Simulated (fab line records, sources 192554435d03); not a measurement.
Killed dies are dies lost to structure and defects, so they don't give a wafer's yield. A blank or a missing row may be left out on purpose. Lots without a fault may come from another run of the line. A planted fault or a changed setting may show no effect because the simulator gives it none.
Problem report in the 8D (eight disciplines) form, filled by code | flow n5_finfet | the parts of the form that need people (team, actions taken, sign-off) are left out

1. THE PROBLEM
cd_nm at N5_MOL_CONTACT_COAG_CD_MEAS_99 reads a mean of 20.0 nm on 4 wafers of 2 lots; wafers without a fault read 17.2 nm with a standard deviation of 0.4. That is +7.0 standard deviations from the usual mean.
The step: target cd 17.2 nm.
First seen on wafer L896.2, day 8 03:24, on cd_sem-02. The record holds 24 wafers of 8 lots with a number at this step. Rule for "out", or "out of limits": more than 4 standard deviations from the usual mean. The other wafers with a number count as sound.

2. WHAT IT IS AND WHAT IT IS NOT
question                    | is                             | is not
which readings at this step | cd_nm                          | -
which lots                  | L896, L897                     | L888, L889, L901, L902, L905, L906
which wafers of those lots  | L896.2, L896.4, L897.2, L897.6 | L896.6, L897.4
read on which gauges        | cd_sem-02                      | cd_sem-03
when                        | from day 8 03:24               | up to then (7 sound wafers); but 13 sound wafers of L897, L901, L902, L905, L906 came after

3. SUSPECTS, AND WHAT RULES EACH OUT
Counting: a tool at a process step up to the reading stays a suspect if it ran every lot that is out. Sound lots after the first of them don't rule it out here, since some wafers of a struck lot are sound.
- the gauge at N5_MOL_CONTACT_COAG_CD_MEAS_99: ruled out. All the wafers that are out were read on cd_sem-02, but those of them that N5_BEOL_M4_RC_MEAS_101 has rows for are out there too, on other tools.
- rie_diel-01 at N5_MOL_CONTACT_COAG_DESCUM_13 (chemistry O2, time 7 s): kept. It ran every lot that is out, first L896 (day 8 03:00); its last sound lot up to then is L889 (day 6 09:38).
- rie_diel-01 at N5_MOL_CONTACT_COAG_ETCH_106 (etches SOC in N2/H2, target depth 80 nm, overetch 16 nm, time 120 s): kept. It ran every lot that is out, first L896 (day 8 03:05); its last sound lot up to then is L889 (day 6 09:43).
- rie_diel-01 at N5_MOL_CONTACT_COAG_CONTACT_ETCH_14 (etches SiO2 in C4F6/O2, target depth 27.5 nm, overetch 8.5 nm, time 20 s): kept. It ran every lot that is out, first L896 (day 8 03:11); its last sound lot up to then is L889 (day 6 09:49).
- Within rie_diel-01 at N5_MOL_CONTACT_COAG_DESCUM_13: the wafers that are out ran in chamber 3; their sound lot-mates ran in chamber 0.
- Within rie_diel-01 at N5_MOL_CONTACT_COAG_ETCH_106: the wafers that are out ran in chamber 3; their sound lot-mates ran in chamber 0.
- Within rie_diel-01 at N5_MOL_CONTACT_COAG_CONTACT_ETCH_14: the wafers that are out ran in chamber 3; their sound lot-mates ran in chamber 0.
Left after counting: rie_diel-01 at N5_MOL_CONTACT_COAG_DESCUM_13, rie_diel-01 at N5_MOL_CONTACT_COAG_ETCH_106, rie_diel-01 at N5_MOL_CONTACT_COAG_CONTACT_ETCH_14.

4. THE CAUSE (what the simulator had put in)
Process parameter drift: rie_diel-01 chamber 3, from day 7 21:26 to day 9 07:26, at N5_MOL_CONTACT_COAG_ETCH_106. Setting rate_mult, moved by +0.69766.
Counting left 3 suspects, and this tool is among them.

5. THE CHAIN OF EFFECTS, in route order
Each row: a reading whose mean over the struck wafers that have a number lies more than 3 standard deviations from the usual. Only readings for which the record gives a usual standard deviation are gone through. hours: the time from each lot's start at the first step in this table that gives one to its start at this step, as a median over the lots. sigmas: the change in usual standard deviations.
hours | step                           | reading    | usual       | on struck wafers | change | sigmas
0     | N5_MOL_CONTACT_COAG_CD_MEAS_99 | cd_nm      | 17.2 nm     | 20.0             | +2.8   | +7.0
88    | N5_BEOL_M4_RC_MEAS_101         | RC_DENSE_N | 18.9 ohm.um | 15.3             | -3.6   | -8.6
88    | N5_BEOL_M4_RC_MEAS_101         | RC_DENSE_P | 23.6 ohm.um | 19.1             | -4.5   | -8.0
88    | N5_BEOL_M4_RC_MEAS_101         | RC_N       | 15.4 ohm.um | 12.5             | -2.9   | -8.8
88    | N5_BEOL_M4_RC_MEAS_101         | RC_P       | 19.3 ohm.um | 15.7             | -3.7   | -8.3

6. WHAT WOULD HAVE CAUGHT IT SOONER
In this record the first reading out of limits at a measuring or inspecting step was taken at day 8 03:24, 6 hours after the fault began at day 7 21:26.
Of the tool readings at N5_MOL_CONTACT_COAG_ETCH_106 for which the record gives a usual standard deviation, none was out on any struck wafer, so an alarm limit of 4 standard deviations on them would not have fired.
Of the lots that are out (2), L897 began N5_MOL_CONTACT_COAG_ETCH_106 on rie_diel-01 after day 8 03:24. A hold on the tool at that time would have spared it.
